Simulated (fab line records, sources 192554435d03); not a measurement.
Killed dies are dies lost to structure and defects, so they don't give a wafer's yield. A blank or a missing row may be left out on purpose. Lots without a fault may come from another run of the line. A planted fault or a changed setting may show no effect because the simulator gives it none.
Which tool did it? | flow n5_finfet | 20 lots, 60 wafers sampled, at 1 step of a route of 1938

WHAT THE GAUGES READ, wafer by wafer
N5_PMOS_HMC_CHANNEL_EPI_THK_MEAS_22.
lot  | measured    | on            | HMC_CMP_THK (nm)
L074 | day 1 20:14 | film_metro-01 | 52.2 52.8 53.0
L075 | day 2 01:47 | film_metro-02 | 53.8 52.6 52.9
L076 | day 2 07:25 | film_metro-02 | 54.6 54.0 52.9
L077 | day 2 13:34 | film_metro-02 | 52.8 54.2 53.7
L078 | day 2 19:29 | film_metro-02 | 53.2 53.5 53.3
L079 | day 3 01:29 | film_metro-02 | 53.0 53.5 53.3
L080 | day 3 08:52 | film_metro-01 | 53.0 51.8 52.7
L082 | day 3 20:11 | film_metro-01 | 53.0 54.5 53.5
L083 | day 4 02:02 | film_metro-01 | 54.0 54.6 53.3
L084 | day 4 08:54 | film_metro-02 | 54.4 52.8 53.5
L085 | day 4 14:20 | film_metro-02 | 55.2 53.1 54.5
L086 | day 4 20:05 | film_metro-02 | 54.7 53.5 54.4
L087 | day 5 02:55 | film_metro-02 | 54.6 54.9 55.5
L088 | day 5 07:39 | film_metro-01 | 53.9 54.3 54.2
L090 | day 5 19:41 | film_metro-02 | 54.1 53.3 53.1
L092 | day 6 07:34 | film_metro-02 | 53.0 54.3 53.0
L093 | day 6 14:29 | film_metro-02 | 52.6 53.9 53.6
L094 | day 6 21:25 | film_metro-01 | 52.7 53.4 52.1
L096 | day 7 08:17 | film_metro-01 | 53.3 53.2 54.7
L097 | day 7 14:11 | film_metro-02 | 53.8 52.7 52.9

WHICH TOOL RAN EACH LOT (tool, then ch and the chambers of the sampled wafers, then the start)
The record holds no process step before these readings.

WHAT THE TOOLS THEMSELVES READ (means of the sampled wafers that have a number; where no wafer has one, the mark that the record gives instead)
The record holds no such reading with a usual standard deviation.

THE ANSWER, worked out from the rows above alone
Rule: what is usual is taken from the lots themselves. Put in order of their means at a reading, lots are off if they are a third of the lots or fewer, leave a main group of 4 or more, and stand apart from it by a gap of 3 or more times the standard deviation of the main group's means; of several such gaps the widest counts. A main group whose means are all the same, to the digits that the tables above print for the reading, isn't used. A lot without any number at a reading at which 4 lots or more have one is off too. The other lots that the step has rows for count as sound. The gauges are gone through in route order, then the tools' own readings, and for those a lot's mean is taken as printed above. The first step at which some lot is off is used, and at that step the reading that is off furthest; a lot without a number counts as furthest.
No lot is off at any reading shown: from this, nothing can be told.

WHAT THE SIMULATOR HAD PUT IN
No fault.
